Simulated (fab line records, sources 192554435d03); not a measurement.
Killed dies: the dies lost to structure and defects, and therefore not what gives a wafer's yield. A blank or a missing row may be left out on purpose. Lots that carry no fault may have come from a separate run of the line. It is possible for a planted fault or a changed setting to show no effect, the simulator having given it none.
Problem report in the 8D (eight disciplines) form, filled by code ; flow n5_finfet ; the parts of the form that need people (team, actions taken, sign-off) are left out

== 1. WHAT IS WRONG ==
Wafers free of any fault read 0.526 ohm/sq (standard deviation 0.023) for M0_RS at N5_BEOL_M0_RS_MEAS_126, against a mean of 1.132 ohm/sq on 3 wafers of 2 lots. Measured from the usual mean, that is +26 standard deviations.
The step: measures by four-point-probe.
The first sign was on wafer L544.6 at day 7 12:32, on film_metro-02. The record holds 27 wafers of 9 lots with a number at this step. Rule for "out" (also "out of limits"): further than 4 standard deviations from the usual mean. The other wafers with a number count as sound.

== 2. WHAT IT IS, AND WHAT IT ISN'T ==
question;is;is not
which readings at this step;M0_RS;-
which lots;L544, L547;L539, L542, L543, L546, L556, L557, L560
which wafers of those lots;L544.6, L547.4, L547.6;L544.1, L544.3, L547.2
read on which gauges;film_metro-02;film_metro-01
when;from day 7 12:32;"up to then (11 sound wafers); but 13 sound wafers of L546, L547, L556, L557, L560 came after"

== 3. SUSPECTS, AND WHAT RULES EACH OUT ==
Counting: a tool at a process step up to the reading stays a suspect if it ran every lot that is out. Sound lots after the first of them don't rule it out here, since some wafers of a struck lot are sound.
- the gauge at N5_BEOL_M0_RS_MEAS_126: kept. All the wafers that are out were read on film_metro-02, and no step on other tools shows them out.
- pecvd-01 at N5_BEOL_M0_SAQP_ILD_DEP_01 (deposits SiOC from DEMS/O2, target thk 45.419 nm, time 8.7 s): kept. Ran every lot that is out, first one L544 (day 6 23:08); last sound lot up to then L543 (day 6 15:08).
The count leaves film_metro-02 at N5_BEOL_M0_RS_MEAS_126 and pecvd-01 at N5_BEOL_M0_SAQP_ILD_DEP_01.

== 4. THE CAUSE (what the simulator had put in) ==
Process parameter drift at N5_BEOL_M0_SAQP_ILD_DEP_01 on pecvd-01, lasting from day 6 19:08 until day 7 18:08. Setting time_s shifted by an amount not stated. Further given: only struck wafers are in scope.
After counting, 2 suspects remain, this tool included.

== 5. THE EFFECT CHAIN, in route order ==
Rows list readings where the struck wafers' mean (over those with a number) sits beyond 3 standard deviations from the usual. Scope: only readings with a usual standard deviation given in the record; hours: median across lots of the time from each lot's start at the first step in this table that gives one to its start at this step; sigmas: change in usual standard deviations.
hours;step;reading;usual;on struck wafers;change;sigmas
0;N5_BEOL_M0_RS_MEAS_126;M0_RS;0.526 ohm/sq;1.132;+0.606;+26
Later steps that measure or inspect, where all struck wafers having a row at the step show a number for every such reading and not one has moved that far: N5_BEOL_M4_RC_MEAS_101.

== 6. WHAT WOULD HAVE CAUGHT IT SOONER ==
The first out-of-limits reading at a measuring or inspecting step in this record came at day 7 12:32, 17 hours after the fault's start at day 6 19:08.
Of the tool readings at N5_BEOL_M0_SAQP_ILD_DEP_01 for which the record gives a usual standard deviation, none was out on any struck wafer, so an alarm limit of 4 standard deviations on them would not have fired.
Among the 2 lots that are out, L547 began N5_BEOL_M0_SAQP_ILD_DEP_01 on pecvd-01 after day 7 12:32. A tool hold placed at that time would have kept it from harm.
